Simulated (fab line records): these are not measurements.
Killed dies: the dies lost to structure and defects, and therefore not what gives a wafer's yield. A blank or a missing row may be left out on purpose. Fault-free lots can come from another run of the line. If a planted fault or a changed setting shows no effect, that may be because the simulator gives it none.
fab line records	flow nand_harc
record lots=14	wafers=41	last_day=24
route steps=1159 shown P_BONDPAD@379 A_START@389 A_ONON_D1@438
lots that met no fault: from a run of the same line without faults
start_h: hours from the record's first day to the start of the lot's first wafer shown	wait_h: hours since the lot's step before	" unchanged from the row above	L1.1+2: a single row standing in for several wafers	- no value present, or no start provided	* or withheld: withheld	< > ~ a bound
route shown NAME@n: names a module that has steps shown in the file, with the first one's number in the route	usual: mean and standard deviation over wafers with no fault	same: alike in all rows	chamber/n: place in a boat	sites: readings site by site	_std_site: the values' standard deviation	_edge_site: the outer-site mean with the inner-site mean subtracted	radius_mm: how far each site lies from the wafer's centre	mask NAME#n: copy n	behind: the last tool/chamber to shape the wafer	hold: the reason the lot was held/the length of the hold in hours/how it ended	device: whichever transistor did not switch (one of n, p or np)	end of line: the same wafers' tests at the end of the route	step lacking rows: just its recipe	killed: the dies lost at the first sort to structure and to defects; this is not the yield of the wafer	map: a wafer's dies, marking killed ones x, the rest . and places with no die _
set.NAME: the run value of the setting; set.NAME@STEP: its run value at that earlier step	model.NAME: the simulator's own value behind a step, which no gauge read
a sample of lots followed through the steps of the route, with each step as a table and each wafer as a row
services: the hour from which a tool's chamber was out of use, counted from the record's first day as start_h (under 0 if before that day), plus the number of hours and why
## steps
# step NHARC_P_BONDPAD_ANNEAL_28
# recipe temp_c=225	time_s=90
# usual wafer_temp_C_max=225.95/0.25
lot.wafer	tool	chamber	start_h	wait_h	wafer_temp_C_max
L696.2	rtp_anneal-01	0	132.13	0.4	226.04
L696.3	"	0	"	"	225.53
L696.6	"	0	"	"	225.92
L695.3	rtp_anneal-02	0	133.00	-	225.76
L695.4	"	0	"	"	226.33
L695.5	"	0	"	"	225.99
L698.2	rtp_anneal-02	0	139.98	-	225.98
L698.4	"	0	"	"	226.19
L698.5	"	0	"	"	226.13
L697.2	rtp_anneal-01	0	149.53	0.4	225.96
L697.3	"	0	"	"	226.10
L697.4	"	0	"	"	226.16
L701.1	rtp_anneal-01	0	159.34	0.3	225.94
L701.3	"	0	"	"	225.41
L701.6	"	0	"	"	225.73
L699.1	rtp_anneal-02	0	160.07	0.3	225.71
L699.2	"	0	"	"	226.14
L699.6	"	0	"	"	226.27
L700.1	rtp_anneal-01	0	160.73	0.4	225.67
L700.2	"	0	"	"	225.70
L700.5	"	0	"	"	225.54
L704.3	rtp_anneal-01	0	184.30	-	225.80
L704.4	"	0	"	"	225.78
L705.1	rtp_anneal-01	0	193.07	0.3	225.49
L705.2	"	0	"	"	225.83
L705.5	"	0	"	"	225.76
L711.1	rtp_anneal-01	0	224.50	-	226.11
L711.3	"	0	"	"	225.83
L711.5	"	0	"	"	225.91
L713.2	rtp_anneal-02	0	243.27	0.4	226.12
L713.3	"	0	"	"	226.04
L713.6	"	0	"	"	225.65
L714.1	rtp_anneal-01	0	250.80	0.3	226.32
L714.2	"	0	"	"	225.63
L714.4	"	0	"	"	225.49
L716.2	rtp_anneal-01	0	257.03	0.4	225.92
L716.4	"	0	"	"	226.02
L716.6	"	0	"	"	225.79
L718.3	rtp_anneal-01	0	272.53	0.4	226.33
L718.4	"	0	"	"	225.80
L718.5	"	0	"	"	226.04
# step NHARC_A_START_INSPECT_01
# usual raw_defect_count=3.6/1.9
lot.wafer	tool	chamber	start_h	wait_h	raw_defect_count
L696.2	defect_inspect-02	-	133.44	-	4
L696.3	"	-	"	"	4
L696.6	"	-	"	"	2
L695.3	defect_inspect-02	-	134.29	-	3
L695.4	"	-	"	"	2
L695.5	"	-	"	"	5
L698.2	defect_inspect-01	-	141.29	-	9
L698.4	"	-	"	"	4
L698.5	"	-	"	"	3
L697.2	defect_inspect-01	-	150.85	-	3
L697.3	"	-	"	"	5
L697.4	"	-	"	"	8
L701.1	defect_inspect-02	-	160.67	-	3
L701.3	"	-	"	"	4
L701.6	"	-	"	"	1
L699.1	defect_inspect-01	-	161.42	-	7
L699.2	"	-	"	"	3
L699.6	"	-	"	"	3
L700.1	defect_inspect-01	-	162.09	-	3
L700.2	"	-	"	"	5
L700.5	"	-	"	"	4
L704.3	defect_inspect-02	-	185.55	-	1
L704.4	"	-	"	"	4
L705.1	defect_inspect-01	-	194.46	-	5
L705.2	"	-	"	"	4
L705.5	"	-	"	"	2
L711.1	defect_inspect-02	-	225.86	-	4
L711.3	"	-	"	"	6
L711.5	"	-	"	"	6
L713.2	defect_inspect-01	-	244.63	-	3
L713.3	"	-	"	"	5
L713.6	"	-	"	"	3
L714.1	defect_inspect-01	-	252.18	-	2
L714.2	"	-	"	"	2
L714.4	"	-	"	"	3
L716.2	defect_inspect-02	-	258.33	-	3
L716.4	"	-	"	"	4
L716.6	"	-	"	"	3
L718.3	defect_inspect-01	-	273.82	-	3
L718.4	"	-	"	"	0
L718.5	"	-	"	"	3
# step NHARC_A_ONON_D1_DEP_19
# recipe target_thk_a=10000	n2_flow_sccm=2750	n2o_flow_sccm=2000	nh3_flow_sccm=500	sih4_flow_sccm=210	temp_c=400
lot.wafer	tool	chamber	start_h	wait_h
L696.2+3+6	pecvd_onon-02	0	167.55	0.1
L695.3+4+5	pecvd_onon-04	0	167.61	0.2
L698.2+4+5	pecvd_onon-02	0	174.33	0.1
L697.2+3+4	pecvd_onon-04	0	187.34	0.1
L699.1+2+6	pecvd_onon-02	0	195.49	0.1
L701.1+3+6	pecvd_onon-04	0	195.50	0.1
L700.1+2+5	pecvd_onon-02	0	195.84	0.4
L704.3+4	pecvd_onon-04	0	217.53	0.2
L705.1+2+5	pecvd_onon-04	0	229.62	0.1
L711.1+3+5	pecvd_onon-04	0	259.92	0.1
L713.2+3+6	pecvd_onon-02	0	278.79	0.1
L714.1+2+4	pecvd_onon-01	0	286.84	0.1
L716.2+4+6	pecvd_onon-02	0	291.75	0.1
L718.3+4+5	pecvd_onon-01	0	311.14	0.2
# step NHARC_A_ONON_D1_THK_MEAS_21
# recipe thk_meas_gauge=ellipsometry
# usual thk_nm=999/9.9
lot.wafer	tool	chamber	start_h	wait_h	thk_nm
L696.2	film_metro-02	-	168.00	-	994
L696.3	"	-	"	"	996
L696.6	"	-	"	"	995
L695.3	film_metro-01	-	168.00	-	1002
L695.4	"	-	"	"	1002
L695.5	"	-	"	"	1001
L698.2	film_metro-02	-	174.78	-	992
L698.4	"	-	"	"	991
L698.5	"	-	"	"	992
L697.2	film_metro-02	-	187.80	-	1009
L697.3	"	-	"	"	1007
L697.4	"	-	"	"	1009
L699.1	film_metro-01	-	196.00	-	1011
L699.2	"	-	"	"	1014
L699.6	"	-	"	"	1013
L701.1	film_metro-02	-	196.01	-	1017
L701.3	"	-	"	"	1019
L701.6	"	-	"	"	1016
L700.1	film_metro-02	-	196.36	-	988
L700.2	"	-	"	"	986
L700.5	"	-	"	"	985
L704.3	film_metro-02	-	217.92	-	986
L704.4	"	-	"	"	903
L705.1	film_metro-02	-	230.13	-	989
L705.2	"	-	"	"	988
L705.5	"	-	"	"	907
L711.1	film_metro-02	-	260.45	-	999
L711.3	"	-	"	"	999
L711.5	"	-	"	"	918
L713.2	film_metro-01	-	279.25	-	988
L713.3	"	-	"	"	991
L713.6	"	-	"	"	989
L714.1	film_metro-01	-	287.38	-	1000
L714.2	"	-	"	"	1001
L714.4	"	-	"	"	1000
L716.2	film_metro-01	-	292.20	-	999
L716.4	"	-	"	"	997
L716.6	"	-	"	"	1000
L718.3	film_metro-02	-	311.54	-	996
L718.4	"	-	"	"	994
L718.5	"	-	"	"	996
# step NHARC_A_ONON_D1_THK_MEAS_30
# recipe thk_meas_gauge=ellipsometry
# usual thk_nm=997/8.6
lot.wafer	tool	chamber	start_h	wait_h	thk_nm
L696.2	film_metro-02	-	169.70	-	1009
L696.3	"	-	"	"	1012
L696.6	"	-	"	"	1011
L695.3	film_metro-01	-	169.71	-	994
L695.4	"	-	"	"	995
L695.5	"	-	"	"	995
L698.2	film_metro-02	-	176.50	-	996
L698.4	"	-	"	"	997
L698.5	"	-	"	"	996
L697.2	film_metro-02	-	189.50	-	1017
L697.3	"	-	"	"	1017
L697.4	"	-	"	"	1016
L699.1	film_metro-02	-	197.73	-	992
L699.2	"	-	"	"	993
L699.6	"	-	"	"	992
L701.1	film_metro-02	-	197.87	-	994
L701.3	"	-	"	"	995
L701.6	"	-	"	"	993
L700.1	film_metro-02	-	198.09	-	1003
L700.2	"	-	"	"	1003
L700.5	"	-	"	"	1002
L704.3	film_metro-01	-	219.63	-	993
L704.4	"	-	"	"	993
L705.1	film_metro-02	-	231.84	-	990
L705.2	"	-	"	"	990
L705.5	"	-	"	"	991
L711.1	film_metro-02	-	262.14	-	994
L711.3	"	-	"	"	995
L711.5	"	-	"	"	994
L713.2	film_metro-01	-	280.97	-	993
L713.3	"	-	"	"	994
L713.6	"	-	"	"	993
L714.1	film_metro-02	-	289.08	-	1007
L714.2	"	-	"	"	1007
L714.4	"	-	"	"	1008
L716.2	film_metro-02	-	293.90	-	988
L716.4	"	-	"	"	990
L716.6	"	-	"	"	988
L718.3	film_metro-02	-	313.25	-	986
L718.4	"	-	"	"	983
L718.5	"	-	"	"	984
## services
tool	chamber	start_h	hours	kind
pecvd_onon-02	-	111.00	13.0	pm
pecvd_onon-01	-	195.28	13.0	pm
pecvd_onon-04	-	237.00	13.0	pm
pecvd_onon-02	-	292.04	13.0	pm
rtp_anneal-02	-	300.26	12.0	pm
## key
first_sign step=NHARC_A_ONON_D1_THK_MEAS_21	reading=thk_nm	direction=down	sigmas=9.2	usual=999	struck=909
effect none on later readings
met_at NHARC_A_ONON_D1_DEP_19
struck_lots L704,L705,L711
struck_wafers L704.4,L705.5,L711.5
sort_left_out L704.4
tester_left_out L704,L705,L711
not_acting_at NHARC_P_BONDPAD_ANNEAL_28,NHARC_A_START_INSPECT_01,NHARC_A_ONON_D1_THK_MEAS_30
onset_between 195.50 217.53
fault kind=process_parameter_drift	tool=pecvd_onon-04	chamber=-	onset_h=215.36	steps=NHARC_A_ONON_D1_DEP_19	channel=target_thk_a	offset=*	shape=step	end_h=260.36	scope=struck_wafers_only	acts_in=*	stated=*
# tester_left_out: of these lots the tester's yield and bins aren't shown, on N5 and GAA mostly nor the transistor test; their killed dies are dies lost to structure and defects alone, not to doping, threshold or leakage, so they don't give the yield
# sort_left_out: the simulated sort isn't trusted on such a fault, so these wafers' sort isn't shown, and their yield isn't known
